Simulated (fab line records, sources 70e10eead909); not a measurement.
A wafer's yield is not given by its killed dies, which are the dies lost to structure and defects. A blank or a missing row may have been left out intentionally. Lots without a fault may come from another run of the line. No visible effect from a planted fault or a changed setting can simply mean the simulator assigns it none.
Which tool did it?    flow nand-harc    7 lots with 21 wafers sampled at 3 steps, on a route of 1302 steps

## WHAT EACH GAUGE READ, for each wafer
NHARC_A_ONON_D2_THK_MEAS_21: measures by ellipsometry.
lot   measured      on             thk-nm (nm)
L202  day 12 20:32  film-metro-02  998 998 997
L207  day 15 11:44  film-metro-01  996 996 996
L209  day 16 02:21  film-metro-02  1003 1002 1002
L211  day 17 11:56  film-metro-02  1007 1009 1007
L214  day 18 01:27  film-metro-01  999 999 999
L218  day 19 11:05  film-metro-01  1005 1006 1007
L224  day 22 06:13  film-metro-01  756 755 756

## EACH LOT AND THE TOOL THAT RAN IT (in order: tool; ch and the chambers of the sampled wafers; start)
lot   NHARC_A_CHANNEL_FILL_D1_ALD_03                  NHARC_A_ONON_D2_DEP_19
L202  ald-sin-batch-02 ch 0, day 12 10:57 or earlier  pecvd-onon-04 ch 0, day 12 20:04
L207  ald-sin-batch-02 ch 0, day 15 02:07 or earlier  pecvd-onon-02 ch 0, day 15 11:13
L209  ald-sin-batch-03 ch 0, day 15 19:01 or earlier  pecvd-onon-02 ch 0, day 16 01:57
L211  ald-sin-batch-01 ch 0, day 17 01:59 or earlier  pecvd-onon-04 ch 0, day 17 11:26
L214  ald-sin-batch-02 ch 0, day 17 15:27 or earlier  pecvd-onon-02 ch 0, day 18 01:04
L218  ald-sin-batch-02 ch 0, day 19 00:23 or earlier  pecvd-onon-01 ch 0, day 19 10:38
L224  ald-sin-batch-01 ch 0, day 21 23:24 or earlier  pecvd-onon-02 ch 0, day 22 05:40
- NHARC_A_CHANNEL_FILL_D1_ALD_03: deposits SiNx, target thk 6 nm, pulse time 60 s, ald cycles 58.
- NHARC_A_ONON_D2_DEP_19: target thk 1000 nm.

## THE ANSWER, worked out from the rows above alone
Rule: usual is defined by the lots themselves. The widest of any qualifying gaps counts: lots, ordered by their means at a reading, are off when they make up no more than a third of the lots, leave a main group of 4 or more, and stand apart from it by 3 or more times the standard deviation of that group's means. A main group is skipped when, at the precision printed for the reading in the tables above, its means are all equal. A lot without any number at a reading at which 4 lots or more have one is off too. Any other lot the step has rows for is counted as sound.
Off at NHARC_A_ONON_D2_THK_MEAS_21 (thk-nm): L224. Main group: mean 1001 nm, sd 4.3.
If a tool, at a process step before that reading, ran all the lots that are off and no sound lot after the first of them, it fits. Gauges at NHARC_A_ONON_D2_THK_MEAS_21: tried the same way as those tools. Because NHARC_A_CHANNEL_FILL_D1_ALD_03 lacks a start for some lots, the hours and order of its lots are taken from NHARC_A_ONON_D2_THK_MEAS_05. Can't be told from this: 3 tools fit, ald-sin-batch-01 at NHARC_A_CHANNEL_FILL_D1_ALD_03, pecvd-onon-02 at NHARC_A_ONON_D2_DEP_19, film-metro-01 at NHARC_A_ONON_D2_THK_MEAS_21.

## WHAT WAS PUT IN BY THE SIMULATOR
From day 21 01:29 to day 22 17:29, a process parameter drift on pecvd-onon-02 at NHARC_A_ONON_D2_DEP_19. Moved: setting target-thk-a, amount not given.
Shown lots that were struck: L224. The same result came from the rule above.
